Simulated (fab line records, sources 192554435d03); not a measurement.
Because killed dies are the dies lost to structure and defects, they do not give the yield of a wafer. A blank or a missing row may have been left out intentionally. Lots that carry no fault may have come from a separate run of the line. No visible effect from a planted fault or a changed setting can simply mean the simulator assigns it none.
Problem report in the 8D (eight disciplines) form, filled by code | flow n5-finfet | the parts of the form that need people (team, actions taken, sign-off) are left out

## 1. WHAT WENT WRONG
Wafers without a fault read 1500.0 rpm, standard deviation 0.96; spin-speed-rpm at N5_BEOL_M1_COAT_67 reads a mean of 1440.8 rpm on 6 wafers belonging to 2 lots. Measured from the usual mean, that is -62 standard deviations.
The step: time 60 s, resist thk 60 nm.
Earliest sighting: wafer L399.3 on litho-track-03 at day 9 18:04. Wafers with a number at this step in the record: 32, from 11 lots. Rule for "out", or "out of limits": more than 4 standard deviations from the usual mean. All remaining wafers that have a number are taken as sound.

## 2. WHAT IT IS; WHAT IT IS NOT
question                    | is                     | is not
which readings at this step | spin-speed-rpm         | heater-power-total-W
which lots                  | L399, L400             | L388, L390, L392, L394, L395, L396, L397, L407, L408
which wafers of those lots  | all that have a number | -
read on which tools         | litho-track-03         | litho-track-01, litho-track-05
when                        | from day 9 18:04       | up to then (20 sound wafers); but 6 sound wafers of L407, L408 came after

## 3. WHAT RULES OUT EACH SUSPECT
Counting: a tool at any process step up to the reading remains a suspect when it ran all the lots that are out and ran no sound lot after the first of those.
- litho-track-03 at N5_BEOL_M1_COAT_67 (time 60 s, resist thk 60 nm): kept. Every lot that is out went through it, starting with L399 (day 9 18:04), and after that it ran no sound lot; the last sound lot it ran before then is L396 (day 9 01:42). On those wafers its own readings are out: spin-speed-rpm.
Remaining after the count: litho-track-03 at N5_BEOL_M1_COAT_67.

## 4. THE CAUSE (what the simulator had put in)
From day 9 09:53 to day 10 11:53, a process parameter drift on litho-track-03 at N5_BEOL_M1_COAT_67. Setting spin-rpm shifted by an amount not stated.
After counting, this tool was the only one left.

## 5. THE CHAIN OF EFFECTS, in route order
Each row: a reading whose mean over the struck wafers that have a number lies more than 3 standard deviations from the usual. Scope: only readings with a usual standard deviation given in the record; hours: median across lots of the time from each lot's start at the first step in this table that gives one to its start at this step; sigmas: change in usual standard deviations.
hours | step               | reading        | usual      | on struck wafers | change | sigmas
0     | N5_BEOL_M1_COAT_67 | spin-speed-rpm | 1500.0 rpm | 1440.8           | -59.2  | -62
Its process steps:
- N5_BEOL_M1_COAT_67: time 60 s, resist thk 60 nm.
At these later measuring or inspecting steps, every struck wafer for which the step has a row has a number for every such reading, and none has moved that far: N5_BEOL_M1_OVL_MEAS_29, N5_BEOL_M4_RC_MEAS_101.

## 6. WHAT WOULD HAVE CAUGHT IT SOONER
First out-of-limits reading in this record: day 9 18:04, which is 8 hours after fault onset at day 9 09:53.
